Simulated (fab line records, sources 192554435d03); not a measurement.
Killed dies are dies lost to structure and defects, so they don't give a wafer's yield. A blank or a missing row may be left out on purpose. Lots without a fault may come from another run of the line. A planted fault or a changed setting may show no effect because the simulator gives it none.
A struck lot beside a sound one | flow n5_finfet | 18 steps out of a route of 1938
Sound: wafers L839.1, L839.5, L839.6. Struck: wafers L855.1, L855.5. (L855.4 of the same lot was not struck and is left out.) The cause comes at the end.
At each step with rows: each side's tool, then ch and its chambers, then its first start. Under that, the readings that differ: sound wafers | struck wafers | difference of the means | sigmas: that difference in standard deviations of wafers without a fault.
alike: readings whose means differ by less than 2 such deviations, and words and numbers that are the same on both sides. not compared: withheld readings, readings that some wafer has no value for, bounds like >300 that may hide the same value, and numbers for which the record gives no deviation and whose values overlap.
The two part at a step that has a row with sigmas, a row that says differs or no value, or rows on one side only. Numbers that don't overlap but have no deviation are shown without sigmas and don't part them. A reading that every wafer of one side lacks parts them only if that side has two wafers or more.

N5_BEOL_M1_ANNEAL_82: time 240 s.
  sound on pvd_sputter-02, day 6 09:28; struck on pvd_sputter-01, day 10 03:18
  alike: heater_power_w
N5_BEOL_M1_SPUTTER_86: material Cu, target thk 4.5 nm, time 8.29 s.
  sound on pvd_sputter-02, day 6 09:36; struck on pvd_sputter-01, day 10 03:26
  alike: chuck_sensor_temp_C, throttle_valve_pct
then, 2 steps without rows for these wafers: N5_BEOL_M1_ANNEAL_87 (time 240 s); N5_BEOL_M1_SPUTTER_88 (material Cu, target thk 4.5 nm, time 8.29 s).
N5_BEOL_M1_ANNEAL_89: time 240 s.
  sound on pvd_sputter-02, day 6 09:54; struck on pvd_sputter-01, day 10 03:44
  alike: heater_power_w
then, 3 steps without rows for these wafers: N5_BEOL_M1_SPUTTER_90 (material Cu, target thk 4.5 nm, time 8.29 s); N5_BEOL_M1_ANNEAL_91 (time 240 s); N5_BEOL_M1_SPUTTER_92 (material Cu, target thk 4.5 nm, time 8.29 s).
N5_BEOL_M1_ANNEAL_93: time 240 s.
  sound on pvd_sputter-02, day 6 10:20; struck on pvd_sputter-01, day 10 04:11
  alike: heater_power_w
then, 3 steps without rows for these wafers: N5_BEOL_M1_SPUTTER_94 (material Cu, target thk 4.5 nm, time 8.29 s); N5_BEOL_M1_ANNEAL_95 (time 240 s); N5_BEOL_M1_SPUTTER_96 (material Cu, target thk 4.5 nm, time 8.29 s).
N5_BEOL_M1_ECD_50: material Cu, target thk 300 nm.
  sound on ecd_cu-02 ch 0,1, day 6 10:49; struck on ecd_cu-02 ch 1, day 10 04:40
  reading                                | sound             | struck      | difference | sigmas
  model.Cu_of_BEOL_M1_ECD_50.thk_nm (nm) | 298.6 296.4 299.6 | 476.8 472.8 | +176.6     |
N5_BEOL_M1_ANNEAL_51: time 90 s.
  sound on rtp_anneal-02 ch 0, day 6 10:54; struck on rtp_anneal-02 ch 0, day 10 04:44
  alike: anneal_temp_c_max, wafer_temp_C_max
N5_BEOL_M1_CMP_52: polishes, stops on SiOC, t overpolish 6.8 s, target thk 40 nm.
  sound on cmp-02 ch 0,1, day 6 11:14; struck on cmp-02 ch 2,3, day 10 05:02
  reading                | sound          | struck      | difference | sigmas
  time_to_endpoint_s (s) | 63.6 65.3 61.7 | 104.3 100.0 | +38.6      | +14
  alike: motor_current_A
N5_BEOL_M1_THK_MEAS_53: measures by xrf.
  sound on film_metro-02, day 6 11:29; struck on film_metro-02, day 10 05:20
  alike: M1_THK
N5_BEOL_M4_RC_MEAS_101:
  sound on prober-01 ch 0, day 7 18:50; struck on prober-01 ch 0, day 12 01:26
  alike: DIBL_N, DIBL_P, IOFF_N, IOFF_P, ION_N, ION_P, SS_N, SS_P, VT_N, VT_P
-- the record jumps here: 4 days lie between the struck wafers' starts before and after (it left off in module BEOL_M4 and takes up again in module PASSIVATION, whose first step shown is number 1936 of the route) --
N5_PASSIVATION_PROBE_49:
  sound on prober-01, day 12 07:25; struck on prober-02, day 16 11:44
  reading                  | sound          | struck    | difference | sigmas
  defect_limited_yield (%) | 90.9 89.7 91.7 | 92.7 94.5 | +2.8       | +2
  killed_at_other          | 10 7 3         | 1 0       | -6         | -2
  killed_dies              | 107 122 98     | 86 65     | -34        | -2
  killed_open              | 80 85 67       | 54 42     | -29        | -2
  sort_n_pass              | 1073 1058 1082 | 1094 1115 | +34        | +2
  sort_yield_pct (%)       | 90.9 89.7 91.7 | 92.7 94.5 | +2.8       | +2
  alike: killed_at_M0_to_M3, killed_at_M4_up, killed_at_contacts, killed_at_front_end, killed_on_rim, killed_short, sort_bin_5_function, sort_bin_6_memory

WHERE THEY PART
First at N5_BEOL_M1_CMP_52; last, within this record, at N5_PASSIVATION_PROBE_49.

WHY: what the simulator had put in
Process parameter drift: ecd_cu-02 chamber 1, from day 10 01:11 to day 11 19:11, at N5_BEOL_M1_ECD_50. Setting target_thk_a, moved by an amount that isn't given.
